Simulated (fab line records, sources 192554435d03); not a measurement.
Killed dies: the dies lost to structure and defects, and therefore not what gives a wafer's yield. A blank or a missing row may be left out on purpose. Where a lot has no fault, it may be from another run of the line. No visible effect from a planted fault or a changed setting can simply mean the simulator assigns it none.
fab line records || flow n5_finfet
[record] {"lots": 4, "wafers": 12, "last_day": 17}
route steps=1938 shown BEOL_M9@1463 BEOL_M10@1470
lots that met no fault: from a run of the same line without faults
start_h: hours from the record's first day to the start of the lot's first wafer shown || wait_h: time in hours since the lot's previous step || " same as the row above || L1.1+2: a single row standing in for several wafers || - no value, or no start was given || * or withheld: withheld || < > ~ a bound
route shown NAME@n: names a module that has steps shown in the file, with the first one's number in the route || usual: mean/standard deviation of fault-free wafers || same: alike in all rows || chamber/n: place in a boat || sites: per-site readings || _std_site: how widely they spread, as a standard deviation || _edge_site: inner sites' mean taken away from outer sites' mean || radius_mm: how far each site lies from the wafer's centre || mask NAME#n: copy n || behind: tool/chamber where the wafer was last shaped || hold: cause of the lot's hold/its duration in hours/its outcome || device: names the non-switching transistor (n, p or np) || end of line: tests of these same wafers at the route's end || where a step has no rows: the recipe by itself || killed: the dies lost at the first sort to structure and to defects; this is not the yield of the wafer || map: a wafer's dies, marking killed ones x, the rest . and places with no die _
set.NAME: the setting that was run; set.NAME@STEP: the one run at that earlier step || model.NAME: the simulator's own value behind a step, which no gauge read
lots seen at some steps along the route; tables by step, rows by wafer
services: when a tool's chamber went out of use (start_h, in hours from the record's first day, below 0 if earlier), for how many hours, and the reason
[[steps]]
[step N5_BEOL_M9_ANNEAL_51]
[recipe] {"temp_c": 225, "time_s": 90, "ambient": "N2"}
[step N5_BEOL_M9_CMP_52]
[recipe] {"stop_on": "SiCOH_lowk", "t_overpolish_s": 7, "down_force_psi": 1, "platen_rpm": 50, "clearing_platen_down_force_psi": 1.5, "clearing_platen_rpm": 50, "post_cmp_clean": "cu_alkaline", "target_thk_nm": 140, "clearing_platen_pad_velocity_m_s": 0.99484, "pad_velocity_m_s": 0.99484}
[step N5_BEOL_M9_PRE_CLEAN_55]
[recipe] {"gas": "NH3", "time_s": 15, "temp_c": "withheld", "rf_power_w": 300}
[step N5_BEOL_M9_DEP_56]
[recipe] {"material": "SiCN", "target_thk_a": 150, "temp_c": "withheld", "precursor": "3MS/NH3", "pressure_torr": 3, "rf_w": 202, "time_s": 26.5}
[step N5_BEOL_M10_ILD_DEP_00]
[recipe] {"material": "SiCOH_lowk", "target_thk_a": 3085.1, "temp_c": 300, "precursor": "DEMS/porogen", "pressure_torr": 5, "rf_w": 500, "time_s": 58}
[step N5_BEOL_M10_CURE_71]
[recipe] {"temp_c": 385, "time_s": 240, "ambient": "He/Ar", "material": "SiCOH_lowk"}
[step N5_BEOL_M10_PECVD_70]
[recipe] {"material": "SiO2", "target_thk_a": 200, "temp_c": 400, "precursor": "TEOS/O2", "pressure_torr": 5.5, "rf_w": 450, "teos_flow_sccm": 53.8, "gas": "O2", "flow_sccm": 3000, "time_s": 22.7}
[step N5_BEOL_M10_HM_DEP_02]
[recipe] {"material": "TiN", "target_thk_a": 200, "temp_c": 25, "chamber_pressure_pa": 0.49996}
[step N5_BEOL_M10_COAT_59]
[recipe] {"resist": "SOC", "temp_c": 250, "time_s": 60, "spin_rpm": 1500, "resist_thk_nm": 100}
[usual] {"exhaust_pa": "44.8/0.88", "spin_speed_rpm": "1500.1/1.1"}
[same] {"time_s": 60}
{"lot.wafer": "L764.1", "tool": "litho_track-04", "chamber": 0, "start_h": 265.78, "wait_h": 0.1, "exhaust_pa": 45.3, "spin_speed_rpm": 1546.6, "model.SOC_of_BEOL_M10_COAT_59.thk_nm": 98.8}
{"lot.wafer": "L764.2", "tool": "litho_track-04", "chamber": 0, "start_h": 265.78, "wait_h": 0.1, "exhaust_pa": 44.5, "spin_speed_rpm": 1547.8, "model.SOC_of_BEOL_M10_COAT_59.thk_nm": 98.8}
{"lot.wafer": "L764.6", "tool": "litho_track-04", "chamber": 0, "start_h": 265.78, "wait_h": 0.1, "exhaust_pa": 44.6, "spin_speed_rpm": 1546.9, "model.SOC_of_BEOL_M10_COAT_59.thk_nm": 98.8}
{"lot.wafer": "L766.1", "tool": "litho_track-04", "chamber": 0, "start_h": 279.58, "wait_h": 0.1, "exhaust_pa": 46.0, "spin_speed_rpm": 1546.4, "model.SOC_of_BEOL_M10_COAT_59.thk_nm": 98.4}
{"lot.wafer": "L766.3", "tool": "litho_track-04", "chamber": 0, "start_h": 279.58, "wait_h": 0.1, "exhaust_pa": 44.7, "spin_speed_rpm": 1546.3, "model.SOC_of_BEOL_M10_COAT_59.thk_nm": 98}
{"lot.wafer": "L766.4", "tool": "litho_track-04", "chamber": 0, "start_h": 279.58, "wait_h": 0.1, "exhaust_pa": 43.9, "spin_speed_rpm": 1547.9, "model.SOC_of_BEOL_M10_COAT_59.thk_nm": 98.4}
{"lot.wafer": "L773.3", "tool": "litho_track-05", "chamber": 0, "start_h": 324.38, "wait_h": 0.1, "exhaust_pa": 45.5, "spin_speed_rpm": 1499.6, "model.SOC_of_BEOL_M10_COAT_59.thk_nm": 99.8}
{"lot.wafer": "L773.5", "tool": "litho_track-05", "chamber": 0, "start_h": 324.38, "wait_h": 0.1, "exhaust_pa": 44.7, "spin_speed_rpm": 1500.4, "model.SOC_of_BEOL_M10_COAT_59.thk_nm": 100}
{"lot.wafer": "L773.6", "tool": "litho_track-05", "chamber": 0, "start_h": 324.38, "wait_h": 0.1, "exhaust_pa": 45.6, "spin_speed_rpm": 1500.8, "model.SOC_of_BEOL_M10_COAT_59.thk_nm": 99.8}
{"lot.wafer": "L776.1", "tool": "litho_track-04", "chamber": 0, "start_h": 351.39, "wait_h": 0.1, "exhaust_pa": 44.1, "spin_speed_rpm": 1501.5, "model.SOC_of_BEOL_M10_COAT_59.thk_nm": 99.6}
{"lot.wafer": "L776.3", "tool": "litho_track-04", "chamber": 0, "start_h": 351.39, "wait_h": 0.1, "exhaust_pa": 43.3, "spin_speed_rpm": 1501.5, "model.SOC_of_BEOL_M10_COAT_59.thk_nm": 100}
{"lot.wafer": "L776.6", "tool": "litho_track-04", "chamber": 0, "start_h": 351.39, "wait_h": 0.1, "exhaust_pa": 44.7, "spin_speed_rpm": 1498.9, "model.SOC_of_BEOL_M10_COAT_59.thk_nm": 100}
[step N5_BEOL_M10_COAT_60]
[recipe] {"resist": "SiARC", "temp_c": 220, "time_s": 60, "spin_rpm": 1500, "resist_thk_nm": 30}
[step N5_BEOL_M10_COAT_05]
[recipe] {"resist": "CAR-ArF", "spin_rpm": 1500, "resist_thk_nm": 90}
[step N5_BEOL_M10_EBR_07]
[recipe] {"solvent": "PGMEA", "ebr_width_mm": 1.5}
[step N5_BEOL_M10_SOFTBAKE_06]
[recipe] {"temp_c": 110, "time_s": 60, "resist": "CAR-ArF"}
[step N5_BEOL_M10_EXPOSE_08]
[recipe] {"mask_id": "M10", "na": 1.35, "source_shape": "dipole", "sigma_inner": 0.411, "sigma_outer": 0.611, "polarization": "te", "dose_mj": 53.75}
[step N5_BEOL_M10_PEB_09]
[recipe] {"peb_temp_c": "withheld", "peb_time_s": 60, "resist": "CAR-ArF"}
[step N5_BEOL_M10_DEVELOP_10]
[recipe] {"develop_time_s": 30, "developer": "TMAH", "resist": "CAR-ArF", "rinse_liquid": "diw", "dry": "air_spin", "dev_temp_c": 23}
[step N5_BEOL_M10_DESCUM_16]
[recipe] {"chemistry": "O2", "time_s": 7.9, "source_power_w": 50, "bias_power_w": 20, "pressure_mtorr": 20, "rf_frequency_hz": 2.712e+07, "temp_c": 40, "resist": "CAR-ArF", "o2_flow_sccm": 225}
[step N5_BEOL_M10_ETCH_61]
[recipe] {"chemistry": "CF4", "target": "SiARC", "target_depth_a": 390, "mask_material": "CAR-ArF", "time_s": 65, "ion_energy_ev": 80, "pressure_mtorr": 40, "source_w": 545, "bias_w": 36, "Ar_flow_sccm": 100, "cf4_flow_sccm": 100, "ends": "cleared"}
[step N5_BEOL_M10_ETCH_62]
[recipe] {"chemistry": "N2/H2", "target": "SOC", "target_depth_a": 1100, "overetch_a": 220, "mask_material": "SiARC", "temp_c": 40, "time_s": 165, "ion_energy_ev": 200, "pressure_mtorr": 30, "source_w": 840, "bias_w": 150, "n2_flow_sccm": 200, "h2_flow_sccm": 200}
[usual] {"drypump_motor_current_A": "5.8/0.44", "oes_product_au": "0.67/0.076", "rf_vpp_V": "524.1/3", "showerhead_plenum_p_Torr": "2.55/0.1", "throttle_valve_pct": "17.82/0.29"}
[same] {"time_s": 165}
{"lot.wafer": "L764.1", "tool": "rie_diel-06", "chamber": 0, "start_h": 266.58, "wait_h": 0.0, "drypump_motor_current_A": 6.0, "oes_product_au": 0.63, "rf_hours_counter_h": 174, "rf_vpp_V": 526.5, "showerhead_plenum_p_Torr": 2.64, "throttle_valve_pct": 17.92, "model.etch.depth_nm": 98.87}
{"lot.wafer": "L764.2", "tool": "rie_diel-06", "chamber": 3, "start_h": 266.58, "wait_h": 0.0, "drypump_motor_current_A": 5.7, "oes_product_au": 0.64, "rf_hours_counter_h": 158, "rf_vpp_V": 527.4, "showerhead_plenum_p_Torr": 2.63, "throttle_valve_pct": 17.72, "model.etch.depth_nm": 98.78}
{"lot.wafer": "L764.6", "tool": "rie_diel-06", "chamber": 2, "start_h": 266.58, "wait_h": 0.0, "drypump_motor_current_A": 5.6, "oes_product_au": 0.57, "rf_hours_counter_h": "-", "rf_vpp_V": 519.3, "showerhead_plenum_p_Torr": 2.40, "throttle_valve_pct": 17.95, "model.etch.depth_nm": 98.74}
{"lot.wafer": "L766.1", "tool": "rie_diel-06", "chamber": 0, "start_h": 280.24, "wait_h": 0.0, "drypump_motor_current_A": 6.0, "oes_product_au": 0.62, "rf_hours_counter_h": 179, "rf_vpp_V": 525.6, "showerhead_plenum_p_Torr": 2.63, "throttle_valve_pct": 17.95, "model.etch.depth_nm": 98.31}
{"lot.wafer": "L766.3", "tool": "rie_diel-06", "chamber": 3, "start_h": 280.24, "wait_h": 0.0, "drypump_motor_current_A": 5.7, "oes_product_au": 0.64, "rf_hours_counter_h": 163, "rf_vpp_V": 526.1, "showerhead_plenum_p_Torr": 2.62, "throttle_valve_pct": 17.71, "model.etch.depth_nm": 97.98}
{"lot.wafer": "L766.4", "tool": "rie_diel-06", "chamber": 2, "start_h": 280.24, "wait_h": 0.0, "drypump_motor_current_A": 5.6, "oes_product_au": 0.57, "rf_hours_counter_h": 248, "rf_vpp_V": 519.8, "showerhead_plenum_p_Torr": 2.40, "throttle_valve_pct": 17.97, "model.etch.depth_nm": 98.43}
{"lot.wafer": "L773.3", "tool": "rie_diel-06", "chamber": 1, "start_h": 324.92, "wait_h": 0.0, "drypump_motor_current_A": 5.8, "oes_product_au": 0.73, "rf_hours_counter_h": 34, "rf_vpp_V": 521.2, "showerhead_plenum_p_Torr": 2.50, "throttle_valve_pct": 17.90, "model.etch.depth_nm": 99.9}
{"lot.wafer": "L773.5", "tool": "rie_diel-06", "chamber": 1, "start_h": 324.92, "wait_h": 0.0, "drypump_motor_current_A": 5.8, "oes_product_au": 0.73, "rf_hours_counter_h": "-", "rf_vpp_V": 522.0, "showerhead_plenum_p_Torr": 2.50, "throttle_valve_pct": 17.91, "model.etch.depth_nm": 100}
{"lot.wafer": "L773.6", "tool": "rie_diel-06", "chamber": 0, "start_h": 324.92, "wait_h": 0.0, "drypump_motor_current_A": 6.0, "oes_product_au": 0.62, "rf_hours_counter_h": "-", "rf_vpp_V": 527.0, "showerhead_plenum_p_Torr": 2.62, "throttle_valve_pct": 17.97, "model.etch.depth_nm": 99.89}
{"lot.wafer": "L776.1", "tool": "rie_diel-01", "chamber": 1, "start_h": 352.02, "wait_h": 0.0, "drypump_motor_current_A": 6.1, "oes_product_au": 0.80, "rf_hours_counter_h": 3, "rf_vpp_V": 524.5, "showerhead_plenum_p_Torr": 2.51, "throttle_valve_pct": 17.88, "model.etch.depth_nm": 99.63}
{"lot.wafer": "L776.3", "tool": "rie_diel-01", "chamber": 0, "start_h": 352.02, "wait_h": 0.0, "drypump_motor_current_A": 5.5, "oes_product_au": 0.63, "rf_hours_counter_h": 148, "rf_vpp_V": 524.4, "showerhead_plenum_p_Torr": 2.54, "throttle_valve_pct": 17.71, "model.etch.depth_nm": 99.9}
{"lot.wafer": "L776.6", "tool": "rie_diel-01", "chamber": 2, "start_h": 352.02, "wait_h": 0.0, "drypump_motor_current_A": 6.3, "oes_product_au": 0.74, "rf_hours_counter_h": "-", "rf_vpp_V": 525.2, "showerhead_plenum_p_Torr": 2.59, "throttle_valve_pct": 17.36, "model.etch.depth_nm": 99.95}
[step N5_BEOL_M10_STRIP_68]
[recipe] {"chemistry": "N2/H2", "temp_c": 40, "n2_flow_sccm": 200, "h2_flow_sccm": 200, "rf_frequency_hz": 6e+07}
[step N5_BEOL_M10_STRIP_67]
[recipe] {"chemistry": "CF4", "resist": "SiARC", "power_w": 300, "bias_power_w": 75, "pressure_mtorr": 50, "cf4_flow_sccm": 150, "rf_frequency_hz": 6e+07}
[step N5_BEOL_M10_HM_OPEN_17]
[recipe] {"chemistry": "Cl2/BCl3", "target_depth_a": 200, "overetch_a": 60, "target": "TiN", "mask_material": "SOC", "ion_energy_ev": 150, "pressure_mtorr": 10, "icp_w": 1000, "bias_w": 126, "Cl2_flow_sccm": 53.25, "bcl3_flow_sccm": 21.75, "Ar_flow_sccm": 25}
[usual] {"drypump_motor_current_A": "5.3/0.34", "oes_product_au": "0.70/0.076", "throttle_valve_pct": "22.1/0.36"}
{"lot.wafer": "L764.1", "tool": "rie_metal-01", "chamber": 0, "start_h": 266.77, "wait_h": 0.0, "drypump_motor_current_A": 5.8, "oes_product_au": 0.55, "rf_hours_counter_h": 114, "throttle_valve_pct": 22.2, "model.SOC_of_BEOL_M10_COAT_59.thk_nm": 91.2}
{"lot.wafer": "L764.2", "tool": "rie_metal-01", "chamber": 1, "start_h": 266.77, "wait_h": 0.0, "drypump_motor_current_A": 5.1, "oes_product_au": 0.68, "rf_hours_counter_h": 26, "throttle_valve_pct": 21.9, "model.SOC_of_BEOL_M10_COAT_59.thk_nm": 90.8}
{"lot.wafer": "L764.6", "tool": "rie_metal-01", "chamber": 1, "start_h": 266.77, "wait_h": 0.0, "drypump_motor_current_A": 5.1, "oes_product_au": 0.67, "rf_hours_counter_h": "-", "throttle_valve_pct": 21.9, "model.SOC_of_BEOL_M10_COAT_59.thk_nm": 90.8}
{"lot.wafer": "L766.1", "tool": "rie_metal-01", "chamber": 1, "start_h": 280.42, "wait_h": 0.0, "drypump_motor_current_A": 5.2, "oes_product_au": 0.70, "rf_hours_counter_h": 27, "throttle_valve_pct": 21.9, "model.SOC_of_BEOL_M10_COAT_59.thk_nm": 90.2}
{"lot.wafer": "L766.3", "tool": "rie_metal-01", "chamber": 0, "start_h": 280.42, "wait_h": 0.0, "drypump_motor_current_A": 5.8, "oes_product_au": 0.56, "rf_hours_counter_h": "-", "throttle_valve_pct": 22.2, "model.SOC_of_BEOL_M10_COAT_59.thk_nm": 90.2}
{"lot.wafer": "L766.4", "tool": "rie_metal-01", "chamber": 1, "start_h": 280.42, "wait_h": 0.0, "drypump_motor_current_A": 5.2, "oes_product_au": 0.69, "rf_hours_counter_h": "-", "throttle_valve_pct": 21.9, "model.SOC_of_BEOL_M10_COAT_59.thk_nm": 90.2}
{"lot.wafer": "L773.3", "tool": "rie_metal-02", "chamber": 1, "start_h": 325.14, "wait_h": 0.1, "drypump_motor_current_A": 5.0, "oes_product_au": 0.76, "rf_hours_counter_h": "-", "throttle_valve_pct": 22.4, "model.SOC_of_BEOL_M10_COAT_59.thk_nm": 91.8}
{"lot.wafer": "L773.5", "tool": "rie_metal-02", "chamber": 1, "start_h": 325.14, "wait_h": 0.1, "drypump_motor_current_A": 5.0, "oes_product_au": 0.76, "rf_hours_counter_h": "-", "throttle_valve_pct": 22.4, "model.SOC_of_BEOL_M10_COAT_59.thk_nm": 91.8}
{"lot.wafer": "L773.6", "tool": "rie_metal-02", "chamber": 0, "start_h": 325.14, "wait_h": 0.1, "drypump_motor_current_A": 5.6, "oes_product_au": 0.68, "rf_hours_counter_h": "-", "throttle_valve_pct": 21.6, "model.SOC_of_BEOL_M10_COAT_59.thk_nm": 91.8}
{"lot.wafer": "L776.1", "tool": "rie_metal-03", "chamber": 0, "start_h": 352.21, "wait_h": 0.0, "drypump_motor_current_A": 5.4, "oes_product_au": 0.59, "rf_hours_counter_h": 73, "throttle_valve_pct": 22.5, "model.SOC_of_BEOL_M10_COAT_59.thk_nm": 91.6}
{"lot.wafer": "L776.3", "tool": "rie_metal-03", "chamber": 1, "start_h": 352.21, "wait_h": 0.0, "drypump_motor_current_A": 4.9, "oes_product_au": 0.75, "rf_hours_counter_h": "-", "throttle_valve_pct": 22.6, "model.SOC_of_BEOL_M10_COAT_59.thk_nm": 92}
{"lot.wafer": "L776.6", "tool": "rie_metal-03", "chamber": 1, "start_h": 352.21, "wait_h": 0.0, "drypump_motor_current_A": 4.9, "oes_product_au": 0.75, "rf_hours_counter_h": "-", "throttle_valve_pct": 22.5, "model.SOC_of_BEOL_M10_COAT_59.thk_nm": 92.2}
[step N5_BEOL_M10_STRIP_19]
[recipe] {"chemistry": "O2", "power_w": 400, "temp_c": 40, "pressure_mtorr": 30, "rf_frequency_hz": 6e+07, "bias_power_w": 0, "overash_fraction": 0.2, "o2_flow_sccm": 225}
[[services]]
{"tool": "rie_diel-01", "chamber": 2, "start_h": 252.91, "hours": 7.8, "kind": "repair"}
{"tool": "rie_diel-01", "chamber": 3, "start_h": 260.69, "hours": "-", "kind": "clean"}
{"tool": "rie_diel-01", "chamber": 3, "start_h": 260.69, "hours": "-", "kind": "consumable_replace:focus_ring"}
{"tool": "rie_diel-01", "chamber": 3, "start_h": 260.69, "hours": 22.1, "kind": "scheduled_down"}
{"tool": "rie_diel-01", "chamber": 3, "start_h": 260.69, "hours": 22.1, "kind": "vent_cycle"}
{"tool": "rie_diel-06", "chamber": 2, "start_h": 288.52, "hours": "-", "kind": "clean"}
{"tool": "rie_diel-06", "chamber": 2, "start_h": 288.52, "hours": "-", "kind": "consumable_replace:focus_ring"}
{"tool": "rie_diel-06", "chamber": 2, "start_h": 288.52, "hours": "-", "kind": "consumable_replace:showerhead"}
{"tool": "rie_diel-06", "chamber": 2, "start_h": 288.52, "hours": 22.3, "kind": "scheduled_down"}
{"tool": "rie_diel-06", "chamber": 2, "start_h": 288.52, "hours": 22.3, "kind": "vent_cycle"}
{"tool": "rie_metal-01", "chamber": 0, "start_h": 298.45, "hours": "-", "kind": "clean"}
{"tool": "rie_metal-01", "chamber": 0, "start_h": 298.45, "hours": 34.2, "kind": "scheduled_down"}
{"tool": "rie_metal-01", "chamber": 0, "start_h": 298.45, "hours": 34.2, "kind": "vent_cycle"}
{"tool": "litho_track-05", "chamber": "-", "start_h": 304.24, "hours": "-", "kind": "consumable_replace:filter"}
{"tool": "rie_diel-06", "chamber": 3, "start_h": 309.61, "hours": 11.3, "kind": "repair"}
{"tool": "litho_track-05", "chamber": "-", "start_h": 316.45, "hours": "-", "kind": "consumable_replace:filter"}
{"tool": "rie_diel-01", "chamber": 1, "start_h": 318.59, "hours": "-", "kind": "clean"}
{"tool": "rie_diel-01", "chamber": 1, "start_h": 318.59, "hours": "-", "kind": "consumable_replace:focus_ring"}
{"tool": "rie_diel-01", "chamber": 1, "start_h": 318.59, "hours": 20.4, "kind": "scheduled_down"}
{"tool": "rie_diel-01", "chamber": 1, "start_h": 318.59, "hours": 20.4, "kind": "vent_cycle"}
{"tool": "rie_diel-01", "chamber": 3, "start_h": 331.39, "hours": 3.3, "kind": "repair"}
{"tool": "litho_track-05", "chamber": "-", "start_h": 333.42, "hours": "-", "kind": "consumable_replace:filter"}
{"tool": "rie_metal-01", "chamber": 1, "start_h": 343.94, "hours": 10.0, "kind": "repair"}
[[key]]
[first_sign] {"step": "N5_BEOL_M10_COAT_59", "reading": "spin_speed_rpm", "direction": "up", "sigmas": 43, "usual": "*", "struck": "*"}
effect none on later readings
[model_effect] {"step": "N5_BEOL_M10_COAT_59", "value": "SOC_of_BEOL_M10_COAT_59.thk_nm", "without": 100, "struck": 98.53}
[model_effect] {"step": "N5_BEOL_M10_ETCH_62", "value": "etch.depth_nm", "without": 100, "struck": 98.52}
[model_effect] {"step": "N5_BEOL_M10_HM_OPEN_17", "value": "SOC_of_BEOL_M10_COAT_59.thk_nm", "without": 92.17, "struck": 90.57}
met_at N5_BEOL_M10_COAT_59
struck_wafers L764.1,L764.2,L764.6,L766.1,L766.3,L766.4
[fault] {"kind": "process_parameter_drift", "tool": "litho_track-04", "chamber": "-", "onset_h": 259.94, "steps": "N5_BEOL_M10_COAT_59", "channel": "spin_rpm", "offset": "*", "shape": "step", "end_h": 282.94, "acts_in": "*", "stated": "*"}
